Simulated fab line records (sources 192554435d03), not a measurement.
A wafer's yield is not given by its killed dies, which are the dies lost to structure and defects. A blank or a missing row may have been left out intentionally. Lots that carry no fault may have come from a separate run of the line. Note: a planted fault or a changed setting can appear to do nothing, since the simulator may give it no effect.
Split-lot study -- flow n5-finfet -- route with 1938 steps; 7 lots, 21 wafers read

== ON THE SPLIT ==
At N5_BEOL_M15_COAT_60 (time 60 s, resist thk 89 nm), the setting spin-rpm was moved away from the recipe's 1500 rpm on 7 of the 21 wafers read, by -9.5% to +8.3%. The other wafers ran this setting at the recipe's value.

== SPLIT TO READING: what lies between them in the file, 1 step ==
- N5_BEOL_M15_DESCUM_33: chemistry O2, time 7.9 s (also split here: time-s)

== THE READING ==
etch.depth-nm (the simulator's own value, which no gauge read), in nm, at N5_BEOL_M15_ETCH_61 (etches BARC in N2/H2, target depth 89 nm, overetch 26.7 nm, time 67.9 s). No usual value for it is given in the file. The 14 wafers here that ran the recipe average 89.01 nm, standard deviation 0.19 nm.

wafer,"tool, chamber at the split","spin-rpm as run, rpm",against the recipe,"etch.depth-nm, nm",against lot-mates on the recipe
L076.2,"litho-track-05, 0",1500,recipe,89.19,-
L076.5,"litho-track-05, 0",1357,-9.5%,93.98,+4.79
L076.6,"litho-track-05, 0",1357,-9.5%,93.86,+4.67
L077.1,"litho-track-03, 0",1584,+5.6%,86.88,-1.99
L077.3,"litho-track-03, 0",1584,+5.6%,86.65,-2.22
L077.5,"litho-track-03, 0",1500,recipe,88.87,-
L083.3,"litho-track-05, 0",1500,recipe,88.92,-
L083.5,"litho-track-05, 0",1500,recipe,89.03,-
L083.6,"litho-track-05, 0",1500,recipe,88.78,-
L084.2,"litho-track-03, 0",1500,recipe,88.82,-
L084.5,"litho-track-03, 0",1500,recipe,88.65,-
L084.6,"litho-track-03, 0",1500,recipe,89.12,-
L088.4,"litho-track-05, 0",1624,+8.3%,85.03,no lot-mate on the recipe
L088.5,"litho-track-05, 0",1624,+8.3%,85.4,no lot-mate on the recipe
L088.6,"litho-track-05, 0",1624,+8.3%,85.1,no lot-mate on the recipe
L095.2,"litho-track-01, 0",1500,recipe,89.35,-
L095.5,"litho-track-01, 0",1500,recipe,89.28,-
L095.6,"litho-track-01, 0",1500,recipe,89.1,-
L097.3,"litho-track-03, 0",1500,recipe,89.1,-
L097.4,"litho-track-03, 0",1500,recipe,89.05,-
L097.5,"litho-track-03, 0",1500,recipe,88.94,-

FIT RESULTS
A straight line over all 21 wafers: etch.depth-nm changes by -0.479 nm for each +1% of spin-rpm; r = -0.99; the points scatter about the line by 0.24 nm.
The same after taking each lot's own level away (the mean of its wafers on the recipe; 18 wafers): -0.462 nm for each +1%; r = -0.99; scatter 0.22 nm.
The reading moves by 4.4 nm for the largest change in spin-rpm, on that fit.
The lots' own levels span 88.863 to 89.243 nm, that is 2.0 times the standard deviation above.
So the lot-to-lot level changes the slope little: the two slopes agree.
Check: +4.3 nm against its lot-mates is what the line predicts for one of the wafers moved furthest among these (-9.5%) when that wafer is left out of the fit. Against them it came out at +4.79 nm.

== OTHER SPLITS APPLIED TO THESE WAFERS ==
These wafers also went through other splits before the reading. Each is held against what the fit with the lots' levels taken away leaves over:
other split on the same wafers,wafers away from the commonest value,r with etch.depth-nm (lot level and that fit taken away)
N5_BEOL_M13_ETCH_59 bias-w,8,+0.18
N5_BEOL_M15_DESCUM_33 time-s,5,-0.25

== THE WHOLE CHAIN: every reading that the file lists as answering this split, in the file's order ==
step,what it does,reading,change (the file's fit),r (the file's)
N5_BEOL_M15_COAT_60,"time 60 s, resist thk 89 nm","BARC_of_BEOL_M15_COAT_60.thk-nm (the simulator's own value, which no gauge read)",-0.463 nm for each +1% of the setting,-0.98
N5_BEOL_M15_ETCH_61,"etches BARC in N2/H2, target depth 89 nm, overetch 26.7 nm, time 67.9 s","etch.depth-nm (the simulator's own value, which no gauge read)",-0.465 nm for each +1% of the setting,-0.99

== THE FILE'S OWN FIT ==
etch.depth-nm changes by -0.465 nm for each +1% of spin-rpm, r = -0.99.
